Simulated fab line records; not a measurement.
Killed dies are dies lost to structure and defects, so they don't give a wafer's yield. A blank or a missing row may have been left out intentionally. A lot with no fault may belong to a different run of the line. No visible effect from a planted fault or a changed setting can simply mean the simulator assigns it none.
3 desks looking at one fault    flow n5_finfet    each desk holds nothing but its own numbers, with what lay behind them at the end

TOOL OWNER'S DESK, litho_track-03
The tool's own readings at N5_BEOL_M2_COAT_05 (resist thk 30 nm): means of the sampled wafers that have a number, for each lot that ran on this tool. Marked OUT: a lot whose mean sits more than 4 standard deviations from the usual mean, which makes it out of limits; the brackets give that distance.
Columns: A = dispense_pressure_kPa at N5_BEOL_M2_COAT_05, usual 52.4 kPa; B = spin_speed_rpm at N5_BEOL_M2_COAT_05, usual 1500.1 rpm
lot   first seen here  A     B
L592  day 7 08:34      52.6  1499.1
L595  day 8 02:30      52.6  1547.8 (+49) OUT
L597  day 8 10:29      52.6  1547.8 (+49) OUT
L607  day 11 08:28     52.6  1498.5
L608  day 11 11:34     52.7  1499.8
L611  day 12 01:10     52.6  1499.6
L612  day 12 09:28     52.6  1500.1
This desk's verdict: out of limits on L595, L597, starting with L595 at day 8 02:30 (spin_speed_rpm at N5_BEOL_M2_COAT_05). L592, L607, L608, L611, L612: within limits.

THE DEFECT DESK
Lot by lot, what the route's inspections counted, given as the mean of those sampled wafers with a number. Marked OUT: a lot whose mean sits more than 4 standard deviations from the usual mean, which makes it out of limits; the brackets give that distance.
Columns: A = raw_defect_count at N5_BEOL_M1_INSPECT_59, usual 74
lot   first seen here  A
L591  day 6 18:53      70
L592  day 7 07:50      50
L595  day 8 01:41      55
L597  day 8 09:49      88
L601  day 9 18:15      119
L602  day 10 06:01     70
L607  day 11 07:14     82
L608  day 11 09:04     82
L610  day 11 13:56     101
L611  day 12 00:29     73
L612  day 12 06:29     52
Finding of this desk: none of the 11 lots has anything out of limits.

AT THE METROLOGY DESK
Means of the sampled wafers that have a number, per lot and without regard to the tool the lot ran on: this is what the gauges read. Marked OUT: a lot whose mean sits more than 4 standard deviations from the usual mean, which makes it out of limits; the brackets give that distance. It has 10 readings; the 7 that lie furthest out on some lot are the ones shown.
Columns: A = DIBL_N at N5_BEOL_M4_RC_MEAS_101, usual 36.1 mV/V; B = DIBL_P at N5_BEOL_M4_RC_MEAS_101, usual 36.3 mV/V; C = IOFF_N at N5_BEOL_M4_RC_MEAS_101, usual 0.15 nA/um; D = IOFF_P at N5_BEOL_M4_RC_MEAS_101, usual 0.21 nA/um; E = ION_P at N5_BEOL_M4_RC_MEAS_101, usual 463 uA/um; F = SS_P at N5_BEOL_M4_RC_MEAS_101, usual 73.2 mV/dec; G = VT_P at N5_BEOL_M4_RC_MEAS_101, usual -250 mV
lot   first seen here  A     B     C     D     E    F     G
L591  day 8 08:31      35.0  36.5  0.15  0.23  482  73.1  -247
L592  day 9 00:01      33.1  34.1  0.09  0.13  442  72.4  -261
L595  day 9 14:43      38.4  39.0  0.18  0.21  457  73.7  -254
L597  day 9 22:32      34.9  34.5  0.12  0.16  462  72.7  -256
L601  day 11 06:01     36.7  36.2  0.18  0.23  470  73.1  -247
L602  day 11 12:25     36.1  36.7  0.16  0.24  469  74.1  -248
L607  day 12 20:33     41.1  42.0  0.23  0.29  464  74.8  -247
L608  day 12 20:45     36.8  38.0  0.16  0.20  462  73.3  -252
L610  day 13 18:46     34.6  34.5  0.14  0.20  458  72.6  -251
L612  day 13 18:54     37.0  36.1  0.16  0.23  470  73.4  -246
L611  day 13 23:06     37.3  36.1  0.15  0.22  458  72.6  -249
Finding of this desk: none of the 11 lots has anything out of limits.

PUT TOGETHER
On L595, L597, at day 8 02:30, an alarm was possible from the tool owner's desk.
No out-of-limits result turned up at the defect desk.
The metrology desk saw nothing out of limits.
The defect desk has L595, L597 on record, within its limits.
The metrology desk has L595, L597 on record, within its limits.
Of the lots named, all ran N5_BEOL_M2_COAT_05 on litho_track-03.

WHAT HAD BEEN PUT IN BY THE SIMULATOR
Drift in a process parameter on litho_track-03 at N5_BEOL_M2_COAT_05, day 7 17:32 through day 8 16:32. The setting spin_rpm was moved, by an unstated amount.
Shown lots that were struck: L595, L597.
Time in hours from fault onset to the first out-of-limits reading at each desk: the tool owner's desk, 9.
